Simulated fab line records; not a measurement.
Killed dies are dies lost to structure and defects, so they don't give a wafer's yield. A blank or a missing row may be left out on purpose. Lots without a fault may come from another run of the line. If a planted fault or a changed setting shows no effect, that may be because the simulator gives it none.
Chamber matching :: flow nand-harc :: NHARC_A_STAIRCASE_DESCUM_252 on rie-diel-10: 4 sister chambers
The step chemistry O2, time 3 s. 4 wafers are shown with their chamber, then 8 later ones without.

WAFERS, EACH WITH ITS CHAMBER
wafer: L081.4
chamber: 0
drypump-motor-current-A (A): 5.0

wafer: L081.5
chamber: 2
drypump-motor-current-A (A): 5.1

wafer: L083.3
chamber: 1
drypump-motor-current-A (A): 5.5

wafer: L089.2
chamber: 3
drypump-motor-current-A (A): 5.8

WAFERS WITHOUT THEIR CHAMBER
wafer: L089.4
drypump-motor-current-A (A): 5.0

wafer: L089.5
drypump-motor-current-A (A): 5.8

wafer: L095.1
drypump-motor-current-A (A): 5.0

wafer: L095.2
drypump-motor-current-A (A): 5.5

wafer: L095.6
drypump-motor-current-A (A): 5.0

wafer: L097.1
drypump-motor-current-A (A): 5.7

wafer: L097.3
drypump-motor-current-A (A): 5.1

wafer: L097.5
drypump-motor-current-A (A): 5.7

WHICH CHAMBER EACH WENT THROUGH
wafer: L089.4
from the rows above: 0
in truth: 0

wafer: L089.5
from the rows above: 3
in truth: 3

wafer: L095.1
from the rows above: 0
in truth: 0

wafer: L095.2
from the rows above: 1
in truth: 1

wafer: L095.6
from the rows above: 0
in truth: 0

wafer: L097.1
from the rows above: 3
in truth: 3

wafer: L097.3
from the rows above: 2
in truth: 2

wafer: L097.5
from the rows above: 3
in truth: 3
Placed correctly: 8 of 8. Can't be placed from these rows: 0. Placed wrongly: 0.
How it was worked out, from the rows above alone: a wafer's distance from a chamber is the root of the sum, over the readings, of the square of ((its reading less the chamber's mean) divided by the reading's scatter). The wafer belongs to the nearest chamber; if the next one is less than 2 further off, it can't be placed. The mean given for a chamber averages the wafers shown for that chamber. The scatter: root of mean squared gap, hidden wafer to nearest shown wafer, with one shown wafer a chamber.
